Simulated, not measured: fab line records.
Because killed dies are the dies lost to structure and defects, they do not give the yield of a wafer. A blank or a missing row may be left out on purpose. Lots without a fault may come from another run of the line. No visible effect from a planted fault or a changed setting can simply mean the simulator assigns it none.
Matching of chambers / flow n5 finfet / ald sin-01 running N5_BEOL_M2_ALD_98: 4 sister chambers
The step deposits SiO2, target thk 2.5 nm, pulse time 1 s, co reactant pulse time 1 s. 22 wafers are shown with their chamber, then 11 later ones without.

== WAFERS WITH THEIR CHAMBER ==
wafer=L075.2; chamber=1; heater power w (W)=76; precursor pulse height rel=1.015
wafer=L075.3; chamber=0; heater power w (W)=80; precursor pulse height rel=0.990
wafer=L075.4; chamber=3; heater power w (W)=91; precursor pulse height rel=1.025
wafer=L076.2; chamber=1; heater power w (W)=79; precursor pulse height rel=1.010
wafer=L076.3; chamber=2; heater power w (W)=84; precursor pulse height rel=0.988
wafer=L076.6; chamber=3; heater power w (W)=93; precursor pulse height rel=1.002
wafer=L077.1; chamber=3; heater power w (W)=91; precursor pulse height rel=0.979
wafer=L077.2; chamber=1; heater power w (W)=78; precursor pulse height rel=1.034
wafer=L077.4; chamber=0; heater power w (W)=78; precursor pulse height rel=0.988
wafer=L084.4; chamber=1; heater power w (W)=73; precursor pulse height rel=1.018
wafer=L084.5; chamber=3; heater power w (W)=84; precursor pulse height rel=0.970
wafer=L084.6; chamber=2; heater power w (W)=76; precursor pulse height rel=1.007
wafer=L086.1; chamber=0; heater power w (W)=79; precursor pulse height rel=0.984
wafer=L086.3; chamber=2; heater power w (W)=77; precursor pulse height rel=0.986
wafer=L086.5; chamber=1; heater power w (W)=73; precursor pulse height rel=0.987
wafer=L085.3; chamber=3; heater power w (W)=83; precursor pulse height rel=0.989
wafer=L085.5; chamber=0; heater power w (W)=77; precursor pulse height rel=0.977
wafer=L085.6; chamber=1; heater power w (W)=75; precursor pulse height rel=1.033
wafer=L087.1; chamber=1; heater power w (W)=73; precursor pulse height rel=0.992
wafer=L087.3; chamber=0; heater power w (W)=79; precursor pulse height rel=0.990
wafer=L087.4; chamber=2; heater power w (W)=76; precursor pulse height rel=1.024
wafer=L092.3; chamber=0; heater power w (W)=78; precursor pulse height rel=0.999

SIGNATURES (averages over the wafers above)
reading=heater power w; chamber 0=78.50; chamber 1=75.29; chamber 2=78.25; chamber 3=88.40; scatter within a chamber=3.08
reading=precursor pulse height rel; chamber 0=0.98800; chamber 1=1.01271; chamber 2=1.00125; chamber 3=0.99300; scatter within a chamber=0.0168
Rule: a wafer's distance from a chamber is the root of the sum, over the readings, of the square of ((its reading less the chamber's mean) divided by the reading's scatter). The wafer belongs to the nearest chamber; if the next one is less than 2 further off, it can't be placed. The scatter: take each reading less its chamber's mean, square it, sum over the shown wafers, divide by the number of wafers less the number of chambers, and take the root.

== WAFERS WHOSE CHAMBER IS MISSING ==
wafer=L092.4; heater power w (W)=76; precursor pulse height rel=1.014
wafer=L092.5; heater power w (W)=73; precursor pulse height rel=0.966
wafer=L093.1; heater power w (W)=76; precursor pulse height rel=0.974
wafer=L093.4; heater power w (W)=79; precursor pulse height rel=0.974
wafer=L093.6; heater power w (W)=75; precursor pulse height rel=0.989
wafer=L095.1; heater power w (W)=79; precursor pulse height rel=1.005
wafer=L095.2; heater power w (W)=75; precursor pulse height rel=1.019
wafer=L095.3; heater power w (W)=78; precursor pulse height rel=0.971
wafer=L095.4; heater power w (W)=79; precursor pulse height rel=1.003
wafer=L095.5; heater power w (W)=77; precursor pulse height rel=1.001
wafer=L095.6; heater power w (W)=75; precursor pulse height rel=1.001

== WHICH CHAMBER EACH ONE RAN IN ==
wafer=L092.4; from the rows above=can't be placed: 1 or 2 or 0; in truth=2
wafer=L092.5; from the rows above=can't be placed: 0 or 2 or 1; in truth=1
wafer=L093.1; from the rows above=can't be placed: 0 or 2 or 1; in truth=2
wafer=L093.4; from the rows above=can't be placed: 0 or 2 or 1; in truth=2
wafer=L093.6; from the rows above=can't be placed: 0 or 2 or 1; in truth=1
wafer=L095.1; from the rows above=can't be placed: 2 or 0 or 1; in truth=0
wafer=L095.2; from the rows above=can't be placed: 1 or 2 or 0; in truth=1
wafer=L095.3; from the rows above=can't be placed: 0 or 2 or 1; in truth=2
wafer=L095.4; from the rows above=can't be placed: 2 or 0 or 1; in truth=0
wafer=L095.5; from the rows above=can't be placed: 2 or 1 or 0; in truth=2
wafer=L095.6; from the rows above=can't be placed: 1 or 2 or 0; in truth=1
Correctly placed: 0 of 11. Cannot be placed on the basis of these rows: 11; the candidates contain the true chamber in 11. Number placed wrongly: 0.
